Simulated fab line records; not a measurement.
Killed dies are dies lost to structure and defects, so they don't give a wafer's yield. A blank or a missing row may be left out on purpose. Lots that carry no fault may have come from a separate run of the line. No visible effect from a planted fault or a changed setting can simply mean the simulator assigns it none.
What tool caused it? :: flow nand_harc :: Sampling: 24 lots, 72 wafers, 3 of 1159 route steps

WHAT THE GAUGES READ, wafer by wafer
NHARC_A_ONON_D1_THK_MEAS_14: measures by ellipsometry. Usual: thk_nm at 1001 nm, with a standard deviation of 9.3.
lot: L074
measured: day 7 16:05
on: film_metro-01
thk_nm (nm): 996 995 996
flag: 

lot: L076
measured: day 7 21:29
on: film_metro-01
thk_nm (nm): 1001 1000 1002
flag: 

lot: L075
measured: day 7 21:31
on: film_metro-02
thk_nm (nm): 1002 1003 1002
flag: 

lot: L077
measured: day 8 18:08
on: film_metro-02
thk_nm (nm): 1003 1003 1004
flag: 

lot: L078
measured: day 8 18:10
on: film_metro-01
thk_nm (nm): 978 979 980
flag: 

lot: L079
measured: day 8 23:36
on: film_metro-02
thk_nm (nm): 986 987 984
flag: 

lot: L080
measured: day 8 23:37
on: film_metro-01
thk_nm (nm): 1003 1005 1003
flag: 

lot: L081
measured: day 9 10:19
on: film_metro-01
thk_nm (nm): 1014 1016 1015
flag: 

lot: L084
measured: day 9 16:50
on: film_metro-02
thk_nm (nm): 990 991 991
flag: 

lot: L082
measured: day 9 16:50
on: film_metro-02
thk_nm (nm): 1013 1014 1012
flag: 

lot: L083
measured: day 9 21:35
on: film_metro-02
thk_nm (nm): 1006 1005 1004
flag: 

lot: L088
measured: day 11 02:01
on: film_metro-01
thk_nm (nm): 998 998 998
flag: 

lot: L085
measured: day 11 02:02
on: film_metro-02
thk_nm (nm): 1011 1010 1008
flag: 

lot: L086
measured: day 11 10:01
on: film_metro-01
thk_nm (nm): 994 996 996
flag: 

lot: L089
measured: day 11 17:47
on: film_metro-02
thk_nm (nm): 994 994 993
flag: 

lot: L090
measured: day 11 17:55
on: film_metro-02
thk_nm (nm): 998 998 998
flag: 

lot: L087
measured: day 11 18:09
on: film_metro-01
thk_nm (nm): 1005 1006 1004
flag: 

lot: L091
measured: day 11 22:19
on: film_metro-02
thk_nm (nm): 992 990 992
flag: 

lot: L092
measured: day 12 06:19
on: film_metro-01
thk_nm (nm): 1008 1009 1009
flag: 

lot: L095
measured: day 12 11:16
on: film_metro-01
thk_nm (nm): 1010 1010 1009
flag: 

lot: L093
measured: day 12 11:17
on: film_metro-02
thk_nm (nm): 1020 1020 1021
flag: 

lot: L094
measured: day 12 14:55
on: film_metro-01
thk_nm (nm): 1000 1002 997
flag: 

lot: L096
measured: day 13 05:43
on: film_metro-01
thk_nm (nm): 999 1000 1000
flag: 

lot: L097
measured: day 13 16:13
on: film_metro-02
thk_nm (nm): 1006 1007 1008
flag: 

NHARC_A_CHANNEL_HOLE_D1_CD_MEAS_18. Usual: cd_nm at 99.1 nm, with a standard deviation of 2.3.
lot: L074
measured: day 8 08:41
on: cd_sem-02
cd_nm (nm): 102.5 98.0 96.8
flag: 

lot: L076
measured: day 8 13:51
on: cd_sem-02
cd_nm (nm): 98.5 97.8 103.2
flag: 

lot: L075
measured: day 8 15:26
on: cd_sem-01
cd_nm (nm): 98.2 95.0 99.4
flag: 

lot: L077
measured: day 9 08:58
on: cd_sem-01
cd_nm (nm): 97.9 99.8 98.3
flag: 

lot: L078
measured: day 9 08:49
on: cd_sem-02
cd_nm (nm): 101.5 97.1 95.4
flag: 

lot: L079
measured: day 9 13:22
on: cd_sem-02
cd_nm (nm): 102.0 96.9 102.0
flag: 

lot: L080
measured: day 9 13:31
on: cd_sem-02
cd_nm (nm): 99.8 99.3 96.4
flag: 

lot: L081
measured: day 10 00:15
on: cd_sem-02
cd_nm (nm): 101.6 102.3 99.9
flag: 

lot: L084
measured: day 10 13:35
on: cd_sem-02
cd_nm (nm): 103.2 100.7 98.1
flag: 

lot: L082
measured: day 10 13:22
on: cd_sem-01
cd_nm (nm): 99.5 99.4 100.8
flag: 

lot: L083
measured: day 10 11:38
on: cd_sem-02
cd_nm (nm): 101.2 99.7 101.1
flag: 

lot: L088
measured: day 11 17:50
on: cd_sem-03
cd_nm (nm): 97.3 96.5 96.3
flag: 

lot: L085
measured: day 11 17:22
on: cd_sem-03
cd_nm (nm): 100.1 99.4 100.8
flag: 

lot: L086
measured: day 12 01:30
on: cd_sem-03
cd_nm (nm): 99.9 98.0 101.4
flag: 

lot: L089
measured: day 12 08:31
on: cd_sem-01
cd_nm (nm): 99.1 98.3 98.6
flag: 

lot: L090
measured: day 12 08:01
on: cd_sem-02
cd_nm (nm): 97.4 97.1 97.9
flag: 

lot: L087
measured: day 12 08:58
on: cd_sem-02
cd_nm (nm): 101.9 98.7 100.8
flag: 

lot: L091
measured: day 12 12:49
on: cd_sem-02
cd_nm (nm): 95.4 105.8 96.3
flag: 

lot: L092
measured: day 12 23:26
on: cd_sem-01
cd_nm (nm): 101.2 98.4 105.0
flag: 

lot: L095
measured: day 13 00:45
on: cd_sem-02
cd_nm (nm): 97.0 95.7 97.1
flag: 

lot: L093
measured: day 13 00:28
on: cd_sem-01
cd_nm (nm): 98.1 100.1 94.6
flag: 

lot: L094
measured: day 13 05:47
on: cd_sem-01
cd_nm (nm): 95.9 98.2 97.3
flag: 

lot: L096
measured: day 13 23:23
on: cd_sem-02
cd_nm (nm): 104.4 99.4 97.2
flag: 

lot: L097
measured: day 14 06:47
on: cd_sem-03
cd_nm (nm): 97.9 99.7 95.2
flag: 

TOOL THAT RAN EACH LOT (tool first, then ch and the chambers of the sampled wafers, then the start)
lot: L074
NHARC_A_CHANNEL_HOLE_D1_ETCH_39: rie_diel-12 ch 1,2,3, day 8 08:41 or earlier

lot: L076
NHARC_A_CHANNEL_HOLE_D1_ETCH_39: rie_diel-12 ch 0,1,2, day 8 13:51 or earlier

lot: L075
NHARC_A_CHANNEL_HOLE_D1_ETCH_39: rie_diel-01 ch 0,1,3, day 8 15:26 or earlier

lot: L077
NHARC_A_CHANNEL_HOLE_D1_ETCH_39: rie_diel-07 ch 0,3, day 9 08:58 or earlier

lot: L078
NHARC_A_CHANNEL_HOLE_D1_ETCH_39: rie_diel-01 ch 0,1,3, day 9 08:49 or earlier

lot: L079
NHARC_A_CHANNEL_HOLE_D1_ETCH_39: rie_diel-01 ch 0,1,3, day 9 13:22 or earlier

lot: L080
NHARC_A_CHANNEL_HOLE_D1_ETCH_39: rie_diel-07 ch 0,1,2, day 9 13:31 or earlier

lot: L081
NHARC_A_CHANNEL_HOLE_D1_ETCH_39: rie_diel-12 ch 1,2, day 10 00:15 or earlier

lot: L084
NHARC_A_CHANNEL_HOLE_D1_ETCH_39: rie_diel-12 ch 0,2,3, day 10 13:35 or earlier

lot: L082
NHARC_A_CHANNEL_HOLE_D1_ETCH_39: rie_diel-01 ch 0,1,2, day 10 13:22 or earlier

lot: L083
NHARC_A_CHANNEL_HOLE_D1_ETCH_39: rie_diel-07 ch 0,3, day 10 11:38 or earlier

lot: L088
NHARC_A_CHANNEL_HOLE_D1_ETCH_39: rie_diel-01 ch 1,2,3, day 11 17:50 or earlier

lot: L085
NHARC_A_CHANNEL_HOLE_D1_ETCH_39: rie_diel-07 ch 1,2,3, day 11 17:22 or earlier

lot: L086
NHARC_A_CHANNEL_HOLE_D1_ETCH_39: rie_diel-07 ch 1,2,3, day 12 01:30 or earlier

lot: L089
NHARC_A_CHANNEL_HOLE_D1_ETCH_39: rie_diel-12 ch 1,3, day 12 08:31 or earlier

lot: L090
NHARC_A_CHANNEL_HOLE_D1_ETCH_39: rie_diel-07 ch 0,1,3, day 12 08:01 or earlier

lot: L087
NHARC_A_CHANNEL_HOLE_D1_ETCH_39: rie_diel-12 ch 0,2,3, day 12 08:58 or earlier

lot: L091
NHARC_A_CHANNEL_HOLE_D1_ETCH_39: rie_diel-01 ch 0,1, day 12 12:49 or earlier

lot: L092
NHARC_A_CHANNEL_HOLE_D1_ETCH_39: rie_diel-12 ch 0,3, day 12 23:26 or earlier

lot: L095
NHARC_A_CHANNEL_HOLE_D1_ETCH_39: rie_diel-01 ch 1,2, day 13 00:45 or earlier

lot: L093
NHARC_A_CHANNEL_HOLE_D1_ETCH_39: rie_diel-07 ch 0,1, day 13 00:28 or earlier

lot: L094
NHARC_A_CHANNEL_HOLE_D1_ETCH_39: rie_diel-07 ch 0,2,3, day 13 05:47 or earlier

lot: L096
NHARC_A_CHANNEL_HOLE_D1_ETCH_39: rie_diel-01 ch 0,2,3, day 13 23:23 or earlier

lot: L097
NHARC_A_CHANNEL_HOLE_D1_ETCH_39: rie_diel-07 ch 1,2,3, day 14 06:47 or earlier
- NHARC_A_CHANNEL_HOLE_D1_ETCH_39: etches the open film in N2/H2, target depth 260 nm, time 325 s.

AS READ BY THE TOOLS THEMSELVES (means over the sampled wafers that have a number; for cases with no such wafer, the mark the record gives instead)
NHARC_A_CHANNEL_HOLE_D1_ETCH_39. Usual: drypump_motor_current_A 5.7 A, standard deviation 0.55; oes_product_au 1.006 a.u., standard deviation 0.0087; rf_vpp_V 431 V, standard deviation 3.1; showerhead_plenum_p_Torr 2.05 Torr, standard deviation 0.11; throttle_valve_pct 14.171 %, standard deviation 0.0096.
lot: L074
tool: rie_diel-12
drypump_motor_current_A (A): 5.7
oes_product_au (a.u.): 0.997
rf_vpp_V (V): 433
showerhead_plenum_p_Torr (Torr): 2.11
throttle_valve_pct (%): 14.175
flag: 

lot: L076
tool: rie_diel-12
drypump_motor_current_A (A): 6.2
oes_product_au (a.u.): 0.998
rf_vpp_V (V): 435
showerhead_plenum_p_Torr (Torr): 2.20
throttle_valve_pct (%): 14.162
flag: 

lot: L075
tool: rie_diel-01
drypump_motor_current_A (A): 5.5
oes_product_au (a.u.): 1.004
rf_vpp_V (V): 430
showerhead_plenum_p_Torr (Torr): 2.02
throttle_valve_pct (%): 14.164
flag: 

lot: L077
tool: rie_diel-07
drypump_motor_current_A (A): 6.0
oes_product_au (a.u.): 1.000
rf_vpp_V (V): 429
showerhead_plenum_p_Torr (Torr): 1.97
throttle_valve_pct (%): 14.174
flag: 

lot: L078
tool: rie_diel-01
drypump_motor_current_A (A): 5.5
oes_product_au (a.u.): 1.006
rf_vpp_V (V): 431
showerhead_plenum_p_Torr (Torr): 2.02
throttle_valve_pct (%): 14.169
flag: 

lot: L079
tool: rie_diel-01
drypump_motor_current_A (A): 5.5
oes_product_au (a.u.): 1.009
rf_vpp_V (V): 430
showerhead_plenum_p_Torr (Torr): 2.02
throttle_valve_pct (%): 14.177
flag: 

lot: L080
tool: rie_diel-07
drypump_motor_current_A (A): 5.4
oes_product_au (a.u.): 1.011
rf_vpp_V (V): 432
showerhead_plenum_p_Torr (Torr): 2.08
throttle_valve_pct (%): 14.177
flag: 

lot: L081
tool: rie_diel-12
drypump_motor_current_A (A): 5.9
oes_product_au (a.u.): 1.000
rf_vpp_V (V): 435
showerhead_plenum_p_Torr (Torr): 2.20
throttle_valve_pct (%): 14.181
flag: 

lot: L084
tool: rie_diel-12
drypump_motor_current_A (A): 5.8
oes_product_au (a.u.): 0.994
rf_vpp_V (V): 433
showerhead_plenum_p_Torr (Torr): 2.12
throttle_valve_pct (%): 14.171
flag: 

lot: L082
tool: rie_diel-01
drypump_motor_current_A (A): 5.6
oes_product_au (a.u.): 1.013
rf_vpp_V (V): 429
showerhead_plenum_p_Torr (Torr): 2.01
throttle_valve_pct (%): 14.175
flag: 

lot: L083
tool: rie_diel-07
drypump_motor_current_A (A): 5.9
oes_product_au (a.u.): 1.018
rf_vpp_V (V): 430
showerhead_plenum_p_Torr (Torr): 2.02
throttle_valve_pct (%): 14.173
flag: 

lot: L088
tool: rie_diel-01
drypump_motor_current_A (A): 5.6
oes_product_au (a.u.): 1.009
rf_vpp_V (V): 429
showerhead_plenum_p_Torr (Torr): 2.03
throttle_valve_pct (%): 14.181
flag: 

lot: L085
tool: rie_diel-07
drypump_motor_current_A (A): 5.6
oes_product_au (a.u.): 1.004
rf_vpp_V (V): 430
showerhead_plenum_p_Torr (Torr): 2.02
throttle_valve_pct (%): 14.161
flag: 

lot: L086
tool: rie_diel-07
drypump_motor_current_A (A): 5.6
oes_product_au (a.u.): 1.014
rf_vpp_V (V): 430
showerhead_plenum_p_Torr (Torr): 2.02
throttle_valve_pct (%): 14.170
flag: 

lot: L089
tool: rie_diel-12
drypump_motor_current_A (A): 5.8
oes_product_au (a.u.): 1.001
rf_vpp_V (V): 432
showerhead_plenum_p_Torr (Torr): 2.10
throttle_valve_pct (%): 14.174
flag: 

lot: L090
tool: rie_diel-07
drypump_motor_current_A (A): 5.6
oes_product_au (a.u.): 0.999
rf_vpp_V (V): 430
showerhead_plenum_p_Torr (Torr): 2.02
throttle_valve_pct (%): 14.163
flag: 

lot: L087
tool: rie_diel-12
drypump_motor_current_A (A): 5.8
oes_product_au (a.u.): 0.998
rf_vpp_V (V): 433
showerhead_plenum_p_Torr (Torr): 2.12
throttle_valve_pct (%): 14.161
flag: 

lot: L091
tool: rie_diel-01
drypump_motor_current_A (A): 5.2
oes_product_au (a.u.): 1.000
rf_vpp_V (V): 431
showerhead_plenum_p_Torr (Torr): 2.08
throttle_valve_pct (%): 14.169
flag: 

lot: L092
tool: rie_diel-12
drypump_motor_current_A (A): 5.5
oes_product_au (a.u.): 1.000
rf_vpp_V (V): 430
showerhead_plenum_p_Torr (Torr): 2.03
throttle_valve_pct (%): 14.166
flag: 

lot: L095
tool: rie_diel-01
drypump_motor_current_A (A): 5.2
oes_product_au (a.u.): 1.008
rf_vpp_V (V): 432
showerhead_plenum_p_Torr (Torr): 2.09
throttle_valve_pct (%): 14.167
flag: 

lot: L093
tool: rie_diel-07
drypump_motor_current_A (A): 5.4
oes_product_au (a.u.): 1.007
rf_vpp_V (V): 431
showerhead_plenum_p_Torr (Torr): 2.08
throttle_valve_pct (%): 14.167
flag: 

lot: L094
tool: rie_diel-07
drypump_motor_current_A (A): 5.9
oes_product_au (a.u.): 1.004
rf_vpp_V (V): 430
showerhead_plenum_p_Torr (Torr): 2.02
throttle_valve_pct (%): 14.162
flag: 

lot: L096
tool: rie_diel-01
drypump_motor_current_A (A): 5.9
oes_product_au (a.u.): 1.012
rf_vpp_V (V): 428
showerhead_plenum_p_Torr (Torr): 1.95
throttle_valve_pct (%): 14.173
flag: 

lot: L097
tool: rie_diel-07
drypump_motor_current_A (A): 5.6
oes_product_au (a.u.): 1.003
rf_vpp_V (V): 430
showerhead_plenum_p_Torr (Torr): 2.02
throttle_valve_pct (%): 14.169
flag: 

THE ANSWER, worked out from the rows above alone
Rule: a lot counts as off when the mean over its wafers that have a number is more than 3 standard deviations away from the usual mean. Also off: a lot with no number at a reading for which 4 or more lots have one. Any other lot the step has rows for is counted as sound. Order of review: gauges by route order, followed by the tools' own readings, for which a lot's mean as printed above is used. At the first step where some lot is off, the reading lying furthest off is the one used; lots without a number count as furthest.
Nothing can be told from this: no lot is off at any reading shown.

WHAT THE SIMULATOR PUT IN
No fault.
